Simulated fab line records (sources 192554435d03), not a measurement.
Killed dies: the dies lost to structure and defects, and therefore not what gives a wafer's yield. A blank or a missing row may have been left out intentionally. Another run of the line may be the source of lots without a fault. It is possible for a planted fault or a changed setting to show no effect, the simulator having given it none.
Which tool was responsible? :: flow n5 finfet :: 27 wafers from 9 lots sampled at 6 of the route's 1938 steps

## WHAT THE GAUGES READ, wafer by wafer
N5_BEOL_M1_OCD_MEAS_38.
lot: L829
measured: day 7 00:19
on: ocd-01
trench depth nm (nm): 54.3 57.0 55.9

lot: L831
measured: day 7 15:47
on: ocd-01
trench depth nm (nm): 56.6 56.7 57.1

lot: L832
measured: day 7 19:25
on: ocd-02
trench depth nm (nm): 55.4 55.7 55.5

lot: L838
measured: day 9 00:18
on: ocd-01
trench depth nm (nm): 56.6 55.6 55.0

lot: L843
measured: day 10 11:29
on: ocd-02
trench depth nm (nm): 54.5 56.5 55.9

lot: L844
measured: day 10 16:21
on: ocd-01
trench depth nm (nm): 54.3 44.2 54.8

lot: L845
measured: day 10 18:34
on: ocd-02
trench depth nm (nm): 55.9 45.3 54.1

lot: L848
measured: day 11 11:57
on: ocd-02
trench depth nm (nm): 56.6 55.6 55.0

lot: L849
measured: day 11 18:10
on: ocd-02
trench depth nm (nm): 54.0 55.8 55.2

N5_BEOL_M1_CD_MEAS_35: target cd 18 nm, target cd y 21 nm.
lot: L829
measured: day 7 00:28
on: cd sem-01
cd nm (nm): 17.4 17.9 18.3

lot: L831
measured: day 7 15:57
on: cd sem-02
cd nm (nm): 17.6 18.3 17.8

lot: L832
measured: day 7 19:34
on: cd sem-03
cd nm (nm): 17.6 18.3 18.0

lot: L838
measured: day 9 00:27
on: cd sem-01
cd nm (nm): 17.7 18.5 17.4

lot: L843
measured: day 10 11:38
on: cd sem-02
cd nm (nm): 17.9 18.5 18.3

lot: L844
measured: day 10 16:31
on: cd sem-02
cd nm (nm): 17.5 17.8 17.9

lot: L845
measured: day 10 18:44
on: cd sem-02
cd nm (nm): 18.4 18.1 17.9

lot: L848
measured: day 11 12:07
on: cd sem-01
cd nm (nm): 17.5 17.8 18.5

lot: L849
measured: day 11 18:19
on: cd sem-02
cd nm (nm): 17.6 17.7 18.2

N5_BEOL_M4_RC_MEAS_101.
lot: L829
measured: day 9 08:01
on: prober-02
DIBL_N (mV/V): 36.6 37.6 36.5
DIBL_P (mV/V): 38.6 39.3 38.5
IOFF_N (nA/um): 0.191 0.206 0.187
IOFF_P (nA/um): 0.231 0.252 0.234
ION_N (uA/um): 677 685 674
ION_P (uA/um): 460 470 464
SS_N (mV/dec): 72.1 72.5 72.7
SS_P (mV/dec): 73.5 74.6 74.6
VT_N (mV): 248.0 244.0 248.2
VT_P (mV): -251 -247 -247

lot: L831
measured: day 9 09:43
on: prober-01
DIBL_N (mV/V): 35.7 37.4 36.9
DIBL_P (mV/V): 35.7 38.1 38.1
IOFF_N (nA/um): 0.134 0.174 0.166
IOFF_P (nA/um): 0.195 0.230 0.226
ION_N (uA/um): 666 678 674
ION_P (uA/um): 460 464 465
SS_N (mV/dec): 70.8 72.0 71.2
SS_P (mV/dec): 73.8 73.9 73.9
VT_N (mV): 251.8 247.8 247.5
VT_P (mV): -251 -248 -248

lot: L832
measured: day 9 13:22
on: prober-02
DIBL_N (mV/V): 35.3 35.6 35.8
DIBL_P (mV/V): 34.4 34.9 35.2
IOFF_N (nA/um): 0.133 0.142 0.139
IOFF_P (nA/um): 0.209 0.221 0.221
ION_N (uA/um): 668 658 658
ION_P (uA/um): 463 460 464
SS_N (mV/dec): 71.6 71.7 71.1
SS_P (mV/dec): 73.5 73.2 72.9
VT_N (mV): 251.0 251.5 251.9
VT_P (mV): -248 -250 -248

lot: L838
measured: day 11 01:07
on: prober-02
DIBL_N (mV/V): 36.6 34.6 35.2
DIBL_P (mV/V): 37.6 35.6 35.7
IOFF_N (nA/um): 0.159 0.127 0.128
IOFF_P (nA/um): 0.189 0.160 0.156
ION_N (uA/um): 673 670 653
ION_P (uA/um): 456 459 455
SS_N (mV/dec): 72.3 71.2 70.8
SS_P (mV/dec): 73.7 73.6 73.2
VT_N (mV): 249.8 254.3 255.9
VT_P (mV): -254 -256 -258

lot: L843
measured: day 12 04:54
on: prober-02
DIBL_N (mV/V): 35.3 35.0 35.6
DIBL_P (mV/V): 35.3 34.6 35.6
IOFF_N (nA/um): 0.163 0.152 0.161
IOFF_P (nA/um): 0.191 0.175 0.190
ION_N (uA/um): 676 676 665
ION_P (uA/um): 464 460 454
SS_N (mV/dec): 70.1 71.7 72.0
SS_P (mV/dec): 73.3 72.3 72.9
VT_N (mV): 248.6 249.7 249.3
VT_P (mV): -249 -254 -252

lot: L844
measured: day 12 13:46
on: prober-01
DIBL_N (mV/V): 35.9 35.9 35.1
DIBL_P (mV/V): 34.7 34.7 34.3
IOFF_N (nA/um): 0.143 0.135 0.128
IOFF_P (nA/um): 0.183 0.176 0.175
ION_N (uA/um): 681 662 663
ION_P (uA/um): 462 454 456
SS_N (mV/dec): 71.0 71.6 71.0
SS_P (mV/dec): 73.4 72.7 73.2
VT_N (mV): 251.3 252.8 253.3
VT_P (mV): -252 -254 -253

lot: L845
measured: day 13 06:08
on: prober-02
DIBL_N (mV/V): 34.0 33.1 32.6
DIBL_P (mV/V): 35.5 34.0 32.9
IOFF_N (nA/um): 0.165 0.133 0.132
IOFF_P (nA/um): 0.218 0.186 0.181
ION_N (uA/um): 681 673 668
ION_P (uA/um): 469 463 462
SS_N (mV/dec): 71.8 71.9 71.5
SS_P (mV/dec): 73.3 73.2 72.8
VT_N (mV): 251.1 253.3 251.0
VT_P (mV): -248 -255 -252

lot: L848
measured: day 13 09:00
on: prober-01
DIBL_N (mV/V): 35.9 35.7 35.5
DIBL_P (mV/V): 36.2 37.0 36.0
IOFF_N (nA/um): 0.163 0.162 0.160
IOFF_P (nA/um): 0.224 0.232 0.228
ION_N (uA/um): 680 677 685
ION_P (uA/um): 471 472 468
SS_N (mV/dec): 71.2 71.3 70.9
SS_P (mV/dec): 73.9 74.4 73.7
VT_N (mV): 248.4 247.8 250.4
VT_P (mV): -248 -249 -251

lot: L849
measured: day 13 16:02
on: prober-02
DIBL_N (mV/V): 35.6 36.6 36.2
DIBL_P (mV/V): 34.9 36.5 35.5
IOFF_N (nA/um): 0.128 0.145 0.137
IOFF_P (nA/um): 0.158 0.184 0.164
ION_N (uA/um): 664 664 670
ION_P (uA/um): 450 461 460
SS_N (mV/dec): 71.2 71.8 70.7
SS_P (mV/dec): 72.5 72.6 73.4
VT_N (mV): 251.8 250.5 250.4
VT_P (mV): -256 -252 -254

## WHAT TOOL EACH LOT RAN ON (gives the tool, then ch and the chambers of the sampled wafers, and finally the start)
lot: L829
N5_BEOL_M1_VIA_ETCH_34: rie diel-02 ch 1,2,3, day 7 00:04
N5_BEOL_M1_TRENCH_ETCH_37: rie diel-02 ch 1,2,3, day 7 00:10
N5_BEOL_M1_STRIP_97: rie diel-02 ch 1,2,3, day 7 00:19 or earlier

lot: L831
N5_BEOL_M1_VIA_ETCH_34: rie diel-02 ch 1,3, day 7 15:32
N5_BEOL_M1_TRENCH_ETCH_37: rie diel-02 ch 1,3, day 7 15:38
N5_BEOL_M1_STRIP_97: rie diel-02 ch 1,3, day 7 15:47 or earlier

lot: L832
N5_BEOL_M1_VIA_ETCH_34: rie diel-03 ch 2,3, day 7 19:10
N5_BEOL_M1_TRENCH_ETCH_37: rie diel-03 ch 2,3, day 7 19:16
N5_BEOL_M1_STRIP_97: rie diel-03 ch 2,3, day 7 19:25 or earlier

lot: L838
N5_BEOL_M1_VIA_ETCH_34: rie diel-01 ch 0,1,3, day 9 00:02
N5_BEOL_M1_TRENCH_ETCH_37: rie diel-01 ch 0,1,3, day 9 00:08
N5_BEOL_M1_STRIP_97: rie diel-01 ch 0,1,3, day 9 00:18 or earlier

lot: L843
N5_BEOL_M1_VIA_ETCH_34: rie diel-03 ch 0,1,3, day 10 11:13
N5_BEOL_M1_TRENCH_ETCH_37: rie diel-03 ch 0,1,3, day 10 11:19
N5_BEOL_M1_STRIP_97: rie diel-03 ch 0,1,3, day 10 11:29 or earlier

lot: L844
N5_BEOL_M1_VIA_ETCH_34: rie diel-03 ch 0,1,2, day 10 16:06
N5_BEOL_M1_TRENCH_ETCH_37: rie diel-03 ch 0,1,2, day 10 16:12
N5_BEOL_M1_STRIP_97: rie diel-03 ch 0,1,2, day 10 16:21 or earlier

lot: L845
N5_BEOL_M1_VIA_ETCH_34: rie diel-03 ch 2,3, day 10 18:19
N5_BEOL_M1_TRENCH_ETCH_37: rie diel-03 ch 2,3, day 10 18:25
N5_BEOL_M1_STRIP_97: rie diel-03 ch 2,3, day 10 18:34 or earlier

lot: L848
N5_BEOL_M1_VIA_ETCH_34: rie diel-01 ch 1,2,3, day 11 11:42
N5_BEOL_M1_TRENCH_ETCH_37: rie diel-01 ch 1,2,3, day 11 11:47
N5_BEOL_M1_STRIP_97: rie diel-01 ch 1,2,3, day 11 11:57 or earlier

lot: L849
N5_BEOL_M1_VIA_ETCH_34: rie diel-02 ch 0,1,3, day 11 17:55
N5_BEOL_M1_TRENCH_ETCH_37: rie diel-02 ch 0,1,3, day 11 18:00
N5_BEOL_M1_STRIP_97: rie diel-02 ch 2,3, day 11 18:10 or earlier
- N5_BEOL_M1_VIA_ETCH_34: etches the open film in C4F6/O2, target depth 67.8 nm, time 64.4 s.
- N5_BEOL_M1_TRENCH_ETCH_37: etches SiOC in C4F6/O2, target depth 55.207 nm, time 29 s.
- N5_BEOL_M1_STRIP_97: strips in N2/H2, time 10 s.

## AS READ BY THE TOOLS THEMSELVES (means over the sampled wafers that have a number; for cases with no such wafer, the mark the record gives instead)
N5_BEOL_M1_VIA_ETCH_34.
lot: L829
tool: rie diel-02
drypump motor current A (A): 6.0
oes product au (a.u.): 0.79
rf vpp V (V): 665
showerhead plenum p Torr (Torr): 2.75
throttle valve pct (%): 30.80

lot: L831
tool: rie diel-02
drypump motor current A (A): 5.5
oes product au (a.u.): 0.83
rf vpp V (V): 663
showerhead plenum p Torr (Torr): 2.76
throttle valve pct (%): 30.77

lot: L832
tool: rie diel-03
drypump motor current A (A): 5.7
oes product au (a.u.): 0.79
rf vpp V (V): 676
showerhead plenum p Torr (Torr): 2.95
throttle valve pct (%): 30.55

lot: L838
tool: rie diel-01
drypump motor current A (A): 6.1
oes product au (a.u.): 0.80
rf vpp V (V): 658
showerhead plenum p Torr (Torr): 2.82
throttle valve pct (%): 30.78

lot: L843
tool: rie diel-03
drypump motor current A (A): 5.9
oes product au (a.u.): 0.80
rf vpp V (V): 670
showerhead plenum p Torr (Torr): 2.83
throttle valve pct (%): 30.60

lot: L844
tool: rie diel-03
drypump motor current A (A): 6.0
oes product au (a.u.): 0.76
rf vpp V (V): 668
showerhead plenum p Torr (Torr): 2.77
throttle valve pct (%): 30.90

lot: L845
tool: rie diel-03
drypump motor current A (A): 5.7
oes product au (a.u.): 0.77
rf vpp V (V): 676
showerhead plenum p Torr (Torr): 2.94
throttle valve pct (%): 30.56

lot: L848
tool: rie diel-01
drypump motor current A (A): 5.9
oes product au (a.u.): 0.84
rf vpp V (V): 664
showerhead plenum p Torr (Torr): 2.82
throttle valve pct (%): 30.88

lot: L849
tool: rie diel-02
drypump motor current A (A): 5.9
oes product au (a.u.): 0.75
rf vpp V (V): 666
showerhead plenum p Torr (Torr): 2.80
throttle valve pct (%): 30.79

N5_BEOL_M1_TRENCH_ETCH_37.
lot: L829
tool: rie diel-02
drypump motor current A (A): 6.0
oes product au (a.u.): 0.80
rf vpp V (V): 665
showerhead plenum p Torr (Torr): 2.75
throttle valve pct (%): 20.92

lot: L831
tool: rie diel-02
drypump motor current A (A): 5.5
oes product au (a.u.): 0.84
rf vpp V (V): 663
showerhead plenum p Torr (Torr): 2.77
throttle valve pct (%): 20.90

lot: L832
tool: rie diel-03
drypump motor current A (A): 5.7
oes product au (a.u.): 0.80
rf vpp V (V): 676
showerhead plenum p Torr (Torr): 2.95
throttle valve pct (%): 20.65

lot: L838
tool: rie diel-01
drypump motor current A (A): 6.1
oes product au (a.u.): 0.80
rf vpp V (V): 657
showerhead plenum p Torr (Torr): 2.82
throttle valve pct (%): 20.93

lot: L843
tool: rie diel-03
drypump motor current A (A): 5.9
oes product au (a.u.): 0.80
rf vpp V (V): 670
showerhead plenum p Torr (Torr): 2.83
throttle valve pct (%): 20.72

lot: L844
tool: rie diel-03
drypump motor current A (A): 6.0
oes product au (a.u.): 0.72
rf vpp V (V): 669
showerhead plenum p Torr (Torr): 2.77
throttle valve pct (%): 21.01

lot: L845
tool: rie diel-03
drypump motor current A (A): 5.7
oes product au (a.u.): 0.74
rf vpp V (V): 677
showerhead plenum p Torr (Torr): 2.94
throttle valve pct (%): 20.68

lot: L848
tool: rie diel-01
drypump motor current A (A): 5.9
oes product au (a.u.): 0.84
rf vpp V (V): 664
showerhead plenum p Torr (Torr): 2.83
throttle valve pct (%): 20.98

lot: L849
tool: rie diel-02
drypump motor current A (A): 5.9
oes product au (a.u.): 0.74
rf vpp V (V): 666
showerhead plenum p Torr (Torr): 2.81
throttle valve pct (%): 20.94

N5_BEOL_M1_STRIP_97.
lot: L829
tool: rie diel-02
drypump motor current A (A): 6.0
oes product au (a.u.): 0.79
rf vpp V (V): 58.7
showerhead plenum p Torr (Torr): 2.45
throttle valve pct (%): 23.67

lot: L831
tool: rie diel-02
drypump motor current A (A): 5.5
oes product au (a.u.): 0.83
rf vpp V (V): 59.0
showerhead plenum p Torr (Torr): 2.47
throttle valve pct (%): 23.65

lot: L832
tool: rie diel-03
drypump motor current A (A): 5.7
oes product au (a.u.): 0.80
rf vpp V (V): 59.0
showerhead plenum p Torr (Torr): 2.64
throttle valve pct (%): 23.42

lot: L838
tool: rie diel-01
drypump motor current A (A): 6.1
oes product au (a.u.): 0.80
rf vpp V (V): 59.3
showerhead plenum p Torr (Torr): 2.52
throttle valve pct (%): 23.62

lot: L843
tool: rie diel-03
drypump motor current A (A): 5.9
oes product au (a.u.): 0.80
rf vpp V (V): 59.9
showerhead plenum p Torr (Torr): 2.53
throttle valve pct (%): 23.63

lot: L844
tool: rie diel-03
drypump motor current A (A): 6.0
oes product au (a.u.): 0.75
rf vpp V (V): 59.8
showerhead plenum p Torr (Torr): 2.47
throttle valve pct (%): 23.91

lot: L845
tool: rie diel-03
drypump motor current A (A): 5.7
oes product au (a.u.): 0.78
rf vpp V (V): 59.0
showerhead plenum p Torr (Torr): 2.63
throttle valve pct (%): 23.44

lot: L848
tool: rie diel-01
drypump motor current A (A): 6.0
oes product au (a.u.): 0.83
rf vpp V (V): 59.0
showerhead plenum p Torr (Torr): 2.52
throttle valve pct (%): 23.78

lot: L849
tool: rie diel-02
drypump motor current A (A): 5.8
oes product au (a.u.): 0.76
rf vpp V (V): 59.2
showerhead plenum p Torr (Torr): 2.44
throttle valve pct (%): 23.70

## THE ANSWER, worked out from the rows above alone
Rule: the usual values come from the lots themselves. Put in order of their means at a reading, lots are off if they are a third of the lots or fewer, leave a main group of 4 or more, and stand apart from it by a gap of 3 or more times the standard deviation of the main group's means; of several such gaps the widest counts. Not used: any main group whose means are identical at the precision the tables above print for the reading. A lot without any number at a reading at which 4 lots or more have one is off too. The other lots that the step has rows for count as sound. After the gauges, taken in route order, come the tools' own readings; for these a lot's mean is taken, as printed above. At the first step where some lot is off, the reading lying furthest off is the one used; lots without a number count as furthest.
Off, at N5_BEOL_M1_OCD_MEAS_38 on trench depth nm: L844, L845. The main group: mean 55.7 nm, standard deviation 0.5.
If a tool, at a process step before that reading, ran all the lots that are off and no sound lot after the first of them, it fits. Not tried: the gauges at N5_BEOL_M1_OCD_MEAS_38; whatever is off there is also off at N5_BEOL_M1_TRENCH_ETCH_37, on other tools, and gauge error can't account for it. N5_BEOL_M1_STRIP_97: start missing for some lots; hours and lot order therefore follow N5_BEOL_M1_OCD_MEAS_38. One candidate fits, namely rie diel-03 at N5_BEOL_M1_VIA_ETCH_34 and N5_BEOL_M1_TRENCH_ETCH_37 and N5_BEOL_M1_STRIP_97. At N5_BEOL_M1_VIA_ETCH_34 its last sound lot is L843 (day 10 11:13), its first lot that is off L844 (day 10 16:06): a fault that began between those two fits.

## WHAT THE SIMULATOR PUT IN
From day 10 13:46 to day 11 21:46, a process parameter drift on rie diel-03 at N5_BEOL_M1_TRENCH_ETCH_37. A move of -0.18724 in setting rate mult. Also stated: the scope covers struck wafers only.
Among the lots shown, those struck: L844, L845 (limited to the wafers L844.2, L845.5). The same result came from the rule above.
